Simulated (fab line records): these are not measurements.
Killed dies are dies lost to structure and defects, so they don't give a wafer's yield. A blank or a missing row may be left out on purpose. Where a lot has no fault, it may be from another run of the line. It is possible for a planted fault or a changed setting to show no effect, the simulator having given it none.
Which tool is to blame? -- flow nand harc -- 39 wafers from 13 lots sampled at 5 of the route's 1159 steps

WHAT EACH GAUGE READ, for each wafer
NHARC_A_SGD_CUT_CD_MEAS_09: the cd target is 100 nm. Usual: cd nm 100.0 nm, standard deviation 0.55.
lot,measured,on,cd nm (nm),flag
L818,day 14 00:46,cd sem-01,100.2 100.4 100.4,
L825,day 15 03:36,cd sem-01,100.0 99.8 100.1,
L827,day 15 22:14,cd sem-03,99.8 99.5 99.9,
L831,day 16 19:38,cd sem-03,99.6 99.9 100.7,
L828,day 16 21:06,cd sem-03,99.7 99.9 100.2,
L832,day 17 22:05,cd sem-03,100.6 100.5 100.0,
L836,day 18 05:28,cd sem-03,100.4 100.5 100.4,
L834,day 18 07:00,cd sem-02,99.4 100.4 99.7,
L835,day 18 08:33,cd sem-03,100.0 100.0 99.3,
L838,day 19 00:06,cd sem-02,99.5 100.1 99.6,
L840,day 19 12:55,cd sem-01,99.0 100.9 100.0,
L839,day 19 12:58,cd sem-03,100.1 100.5 100.1,
L841,day 19 19:37,cd sem-02,100.6 100.2 100.2,

NHARC_A_SGD_CUT_OVL_MEAS_10. Usual: overlay x nm -0.2 nm, standard deviation 1; overlay y nm -0.1 nm, standard deviation 0.84.
lot,measured,on,overlay x nm (nm),overlay y nm (nm),flag
L818,day 14 00:51,overlay-02,-0.5 0.2 -0.7,-0.8 -0.6 -0.2,
L825,day 15 03:41,overlay-02,2.2 2.0 1.8,1.0 0.6 1.0,
L827,day 15 22:20,overlay-01,0.2 0.0 0.4,-0.2 0.2 0.3,
L831,day 16 19:43,overlay-02,-2.2 -2.0 -2.2,-0.5 -0.7 -0.7,
L828,day 16 21:11,overlay-02,0.8 1.0 0.3,0.2 0.1 0.0,
L832,day 17 22:10,overlay-01,-0.7 -0.6 -0.8,-0.6 -1.1 -1.3,
L836,day 18 05:34,overlay-02,1.0 0.2 0.6,-1.0 -0.8 -1.2,
L834,day 18 07:05,overlay-02,0.4 1.0 0.7,-1.3 -2.0 -1.3,
L835,day 18 08:38,overlay-01,-0.2 0.0 -0.2,-0.7 -1.1 -0.6,
L838,day 19 00:11,overlay-01,-1.2 -1.0 -1.2,0.6 0.8 1.1,
L840,day 19 13:00,overlay-01,-1.9 -1.5 -1.7,-0.3 -0.7 -0.5,
L839,day 19 13:04,overlay-02,-2.1 -1.6 -1.6,-1.0 -1.3 -0.7,
L841,day 19 19:43,overlay-01,0.3 1.0 0.5,-1.0 -1.5 -1.0,

NHARC_END_SORT_01. Usual: killed at array 26, standard deviation 10; killed at other 0.5, standard deviation 0.87; killed at periphery 3.0, standard deviation 2.5; killed dies 29, standard deviation 11; killed open 3.3, standard deviation 1.9; killed short 1.8, standard deviation 1.5.
lot,measured,on,killed at array,killed at other,killed at periphery,killed dies,killed open,killed short,flag
L834,day 23 22:07,prober-01,30 30 28,0 1 0,0 0 2,30 31 30,3 4 2,3 2 2,

WHAT TOOL EACH LOT RAN ON (gives the tool, then ch and the chambers of the sampled wafers, and finally the start)
lot,NHARC_A_SLIT_SOFTBAKE_04,NHARC_A_SLIT_ETCH_29
L818,"litho track-01 ch 0, day 14 08:00","rie diel-05 ch 0,2,3, day 14 13:49"
L825,"litho track-06 ch 0, day 15 16:00","rie diel-05 ch 0,1, day 15 19:28"
L827,"litho track-06 ch 0, day 16 11:00","rie diel-05 ch 0,2,3, day 16 19:31"
L831,"litho track-04 ch 0, day 17 04:00","rie diel-05 ch 1,2, day 17 09:43"
L828,"litho track-06 ch 0, day 17 04:00","rie diel-08 ch 0,1,3, day 17 09:26"
L832,"litho track-01 ch 0, day 18 09:00","rie diel-05 ch 0,3, day 18 12:52"
L836,"litho track-01 ch 0, day 18 16:00","rie diel-08 ch 0,2,3, day 18 20:22"
L834,"litho track-04 ch 0, day 18 15:00","rie diel-12 ch 0,1,2, day 18 18:53"
L835,"litho track-04 ch 0, day 18 18:00","rie diel-08 ch 0,1,3, day 18 22:01"
L838,"litho track-04 ch 0, day 19 09:00","rie diel-12 ch 0,1,3, day 19 12:49"
L840,"litho track-06 ch 0, day 19 23:00","rie diel-12 ch 1,2, day 20 02:58"
L839,"litho track-01 ch 0, day 19 23:00","rie diel-05 ch 0,1,3, day 20 02:47"
L841,"litho track-04 ch 0, day 20 05:00","rie diel-08 ch 0,1,3, day 20 09:27"
- NHARC_A_SLIT_SOFTBAKE_04: time 55 s.
- NHARC_A_SLIT_ETCH_29: etches the open film in CF4/O2, target depth 100 nm, overetch 10 nm, time 55 s.

WHAT THE TOOLS THEMSELVES READ (means of the sampled wafers that have a number; where no wafer has one, the mark that the record gives instead)
NHARC_A_SLIT_SOFTBAKE_04. Usual: heater power total W 188.46 W, standard deviation 0.14; resist line temp C 23.04 C, standard deviation 0.11.
lot,tool,heater power total W (W),resist line temp C (C),flag
L818,litho track-01,188.47,23.05,
L825,litho track-06,188.51,23.12,
L827,litho track-06,195.68,23.04,OFF
L831,litho track-04,188.41,23.01,
L828,litho track-06,195.59,23.05,OFF
L832,litho track-01,188.36,22.97,
L836,litho track-01,188.39,23.02,
L834,litho track-04,188.48,22.96,
L835,litho track-04,188.34,22.97,
L838,litho track-04,188.59,23.02,
L840,litho track-06,188.53,23.21,
L839,litho track-01,188.46,23.10,
L841,litho track-04,188.35,22.93,

NHARC_A_SLIT_ETCH_29. Usual: drypump motor current A 5.8 A, standard deviation 0.51; oes product au 0.998 a.u., standard deviation 0.0092; rf vpp V 198.0 V, standard deviation 1.3; showerhead plenum p Torr 1.34 Torr, standard deviation 0.052; throttle valve pct 13.397 %, standard deviation 0.0098.
lot,tool,drypump motor current A (A),oes product au (a.u.),rf vpp V (V),showerhead plenum p Torr (Torr),throttle valve pct (%),flag
L818,rie diel-05,5.4,0.997,198.5,1.36,13.390,
L825,rie diel-05,6.1,0.997,198.7,1.37,13.392,
L827,rie diel-05,5.4,0.988,198.0,1.36,13.406,
L831,rie diel-05,5.5,0.992,198.1,1.32,13.395,
L828,rie diel-08,5.7,1.001,197.2,1.28,13.396,
L832,rie diel-05,5.7,0.993,199.3,1.38,13.400,
L836,rie diel-08,5.5,1.000,197.1,1.29,13.401,
L834,rie diel-12,6.1,0.993,199.2,1.36,13.397,
L835,rie diel-08,5.7,1.007,196.9,1.28,13.398,
L838,rie diel-12,6.2,0.998,197.6,1.34,13.406,
L840,rie diel-12,6.0,0.995,199.2,1.38,13.382,
L839,rie diel-05,5.9,1.000,198.2,1.38,13.400,
L841,rie diel-08,5.7,0.995,197.2,1.28,13.398,

THE ANSWER, worked out from the rows above alone
Rule: a lot is off if the mean of its wafers that have a number lies more than 3 standard deviations from the usual mean. A lot without any number at a reading at which 4 lots or more have one is off too. All remaining lots with rows at the step are treated as sound. The gauges are gone through in route order, then the tools' own readings, and for those a lot's mean is taken as printed above. At the first step where some lot is off, the reading lying furthest off is the one used; lots without a number count as furthest.
Off: L827, L828, at NHARC_A_SLIT_SOFTBAKE_04 (heater power total W).
A tool fits if, at that step or a process step before it, it ran every lot that is off, and no sound lot after the first of them. Not one of the candidates tried fits.

WHAT THE SIMULATOR PUT IN
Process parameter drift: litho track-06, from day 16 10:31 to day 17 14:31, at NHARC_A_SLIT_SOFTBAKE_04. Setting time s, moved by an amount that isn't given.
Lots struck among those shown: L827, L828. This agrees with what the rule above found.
